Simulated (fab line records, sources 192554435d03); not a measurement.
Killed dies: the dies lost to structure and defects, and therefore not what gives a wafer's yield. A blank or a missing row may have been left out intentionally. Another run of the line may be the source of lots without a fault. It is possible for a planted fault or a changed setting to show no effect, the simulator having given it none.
Which of the tools did it?    flow n5 finfet    12 lots with 36 wafers sampled at 3 steps, on a route of 1938 steps

WHAT THE GAUGES READ, wafer by wafer
N5_BEOL_M1_INSPECT_13: inspects for defects (brightfield).
lot   measured      on                 raw defect count
L075  day 6 06:33   defect inspect-02  498 503 411
L077  day 6 19:23   defect inspect-01  328 261 337
L079  day 7 09:42   defect inspect-02  356 274 425
L081  day 7 15:50   defect inspect-01  397 518 342
L083  day 8 10:53   defect inspect-01  483 462 424
L085  day 8 20:23   defect inspect-01  209 397 244
L088  day 11 13:37  defect inspect-02  251 356 537
L095  day 11 14:13  defect inspect-02  379 468 310
L096  day 11 15:32  defect inspect-02  432 413 460
L090  day 11 16:55  defect inspect-01  246 363 243
L094  day 11 19:34  defect inspect-01  261 382 348
L097  day 11 19:55  defect inspect-02  340 349 396

WHICH TOOL RAN EACH LOT (tool, then ch and the chambers of the sampled wafers, then the start)
lot   N5_BEOL_M0_ALD_136                   N5_BEOL_M0_SURFACE_TREAT_137
L075  ald metal-02 ch 0,1,2, day 6 02:18   pvd sputter-01, day 6 02:37
L077  ald metal-03 ch 0,1, day 6 16:29     pvd sputter-01, day 6 16:43
L079  ald metal-01 ch 2,3, day 7 04:58     pvd sputter-02, day 7 06:50
L081  ald metal-01 ch 0,3, day 7 12:06     pvd sputter-03, day 7 12:36
L083  ald metal-02 ch 0,2, day 8 04:44     pvd sputter-03, day 8 05:06
L085  ald metal-03 ch 1,3, day 8 14:53     pvd sputter-02, day 8 15:53
L088  ald metal-02 ch 1,3, day 11 11:07    pvd sputter-01, day 11 11:20
L095  ald metal-01 ch 1,2, day 11 11:20    pvd sputter-01, day 11 11:34
L096  ald metal-01 ch 0,3, day 11 12:50    pvd sputter-03, day 11 13:04
L090  ald metal-01 ch 0,2,3, day 11 13:55  pvd sputter-01, day 11 14:09
L094  ald metal-01 ch 0,3, day 11 15:26    pvd sputter-03, day 11 15:40
L097  ald metal-03 ch 0,3, day 11 16:00    pvd sputter-02, day 11 16:16
- N5_BEOL_M0_ALD_136: deposits TaN, pulse time 2 s, purge time 3 s, co reactant purge time 2 s.
- N5_BEOL_M0_SURFACE_TREAT_137

THE ANSWER, worked out from the rows above alone
Rule: the usual values come from the lots themselves. The widest of any qualifying gaps counts: lots, ordered by their means at a reading, are off when they make up no more than a third of the lots, leave a main group of 4 or more, and stand apart from it by 3 or more times the standard deviation of that group's means. A main group is skipped when, at the precision printed for the reading in the tables above, its means are all equal. A lot without any number at a reading at which 4 lots or more have one is off too. All remaining lots with rows at the step are treated as sound.
Across all readings shown, no lot is off: no conclusion can be drawn from this.

WHAT THE SIMULATOR HAD PUT IN
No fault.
